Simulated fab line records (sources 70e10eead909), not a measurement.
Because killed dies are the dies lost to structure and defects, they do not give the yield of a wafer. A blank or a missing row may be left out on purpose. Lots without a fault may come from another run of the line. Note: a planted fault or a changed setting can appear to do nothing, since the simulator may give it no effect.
Struck lot and sound lot, side by side	flow nand-harc	18 out of 1302 route steps
Sound: these wafers, L110.4, L110.5, L110.6. Wafers struck: L105.1, L105.2, L105.6. The cause is named last.
Each step with rows lists, per side, the tool, then ch with its chambers, then its first start. Under that, the readings that differ: sound wafers	struck wafers	difference of the means	sigmas: that difference in standard deviations of wafers without a fault.
alike: same words and numbers on both sides, and readings whose means sit less than 2 such deviations apart. not compared: any withheld reading, any reading some wafer has no value for, any bound like >300 that may hide the same value, and any number with overlapping values for which the record gives no deviation.
A row with sigmas, a row that says differs or no value, or rows on one side alone: a step with any of these is where the two part. Non-overlapping numbers with no deviation appear without sigmas and do not part them. A reading that every wafer of one side lacks parts them only if that side has two wafers or more.

NHARC_A_M1_INSPECT_11:
  sound: defect-inspect-02 at day 28 00:37; struck: defect-inspect-01 at day 26 04:53
  alike: raw-defect-count
NHARC_A_M1_DESCUM_14: chemistry O2, time 3 s.
  sound on rie-diel-12 ch 2,3, day 28 00:41; struck on rie-diel-09 ch 0,2,3, day 26 04:58
  alike: drypump-motor-current-A, oes-product-au, rf-vpp-V, showerhead-plenum-p-Torr, throttle-valve-pct
  not compared: rf-hours-counter-h
NHARC_A_M1_ETCH_35: etches the open film in N2/H2, target depth 40 nm, overetch 12 nm, time 43.94 s.
  sound on rie-diel-12 ch 0,1, day 28 00:46; struck on rie-diel-09 ch 1,3, day 26 05:01
  alike: drypump-motor-current-A, oes-product-au, rf-vpp-V, showerhead-plenum-p-Torr, throttle-valve-pct
  not compared: rf-hours-counter-h
then, 1 step without rows for these wafers: NHARC_A_M1_ETCH_15 (etches the open film in C4F8/Ar, target depth 182.5 nm, time 91.2 s).
NHARC_A_M1_CD_MEAS_16:
  sound: cd-sem-01 at day 28 00:59; struck: cd-sem-01 at day 26 05:14
  alike: cd-nm
then, 3 steps without rows for these wafers: NHARC_A_M1_STRIP_18 (strips in N2/H2); NHARC_A_M1_ETCH_28 (etches the open film in CF4/N2, target depth 30 nm, time 72.99 s); NHARC_A_M1_STRIP_19 (strips in post etch residue remover, time 600 s).
NHARC_A_M1_DEGAS_29: time 60 s.
  sound: pvd-sputter-03 at day 28 01:41; struck: pvd-sputter-02 at day 26 05:58
  alike: heater-power-w
then, 1 step without rows for these wafers: NHARC_A_M1_PRE_CLEAN_30 (time 30 s).
NHARC_A_M1_PVD_20: deposits TaN, target thk 5 nm, time 8.06 s.
  sound on pvd-sputter-03; struck on pvd-sputter-02
  alike: cathode-dc-power-W, throttle-valve-pct
then, 1 step without rows for these wafers: NHARC_A_M1_PVD_21 (deposits Cu, target thk 30 nm, time 20.49 s).
NHARC_A_M1_ECD_22: material Cu, target thk 400 nm.
  sound on ecd-cu-01 ch 0,1, day 28 02:13; struck on ecd-cu-02 ch 0,1, day 26 06:19
  no value came back on the struck wafers for bath-heat-duty-pct (%), bath-temp-c (C); on the sound wafers bath-heat-duty-pct (%) reads 5.6 7.1 5.3
NHARC_A_M1_ANNEAL_31: time 90 s.
  sound on rtp-anneal-01 ch 0, day 28 02:35; struck on rtp-anneal-02 ch 0, day 26 06:41
  alike: wafer_temp_C_max
NHARC_A_M1_CMP_23: polishes, t overpolish 20 s, target thk 154.34 nm.
  sound on cmp-04 ch 1,2,3, day 28 02:50; struck on cmp-04 ch 2,3, day 26 07:02
reading	sound	struck	difference	sigmas
time-to-endpoint-s (s)	23 29 22	0 0 0	-25	-8
  alike: motor-current-A
NHARC_A_M1_THK_MEAS_24: measures by xrf.
  sound: film-metro-01 at day 28 03:06; struck: film-metro-02 at day 26 07:21
reading	sound	struck	difference	sigmas
thk-nm (nm)	152.7 155.7 152.4	30.3 30.5 27.2	-124.3	-83
following that, these wafers have no rows for 1 step: NHARC_A_M1_SRD_25.
NHARC_END_SORT_01:
  only the struck wafers appear in the record here, on prober-02 ch 0 at day 27 14:03; the sound ones have no rows

## WHERE THEY PART
At NHARC_A_M1_ECD_22 first; at NHARC_END_SORT_01 last (within this record only).

WHY: what the simulator had put in
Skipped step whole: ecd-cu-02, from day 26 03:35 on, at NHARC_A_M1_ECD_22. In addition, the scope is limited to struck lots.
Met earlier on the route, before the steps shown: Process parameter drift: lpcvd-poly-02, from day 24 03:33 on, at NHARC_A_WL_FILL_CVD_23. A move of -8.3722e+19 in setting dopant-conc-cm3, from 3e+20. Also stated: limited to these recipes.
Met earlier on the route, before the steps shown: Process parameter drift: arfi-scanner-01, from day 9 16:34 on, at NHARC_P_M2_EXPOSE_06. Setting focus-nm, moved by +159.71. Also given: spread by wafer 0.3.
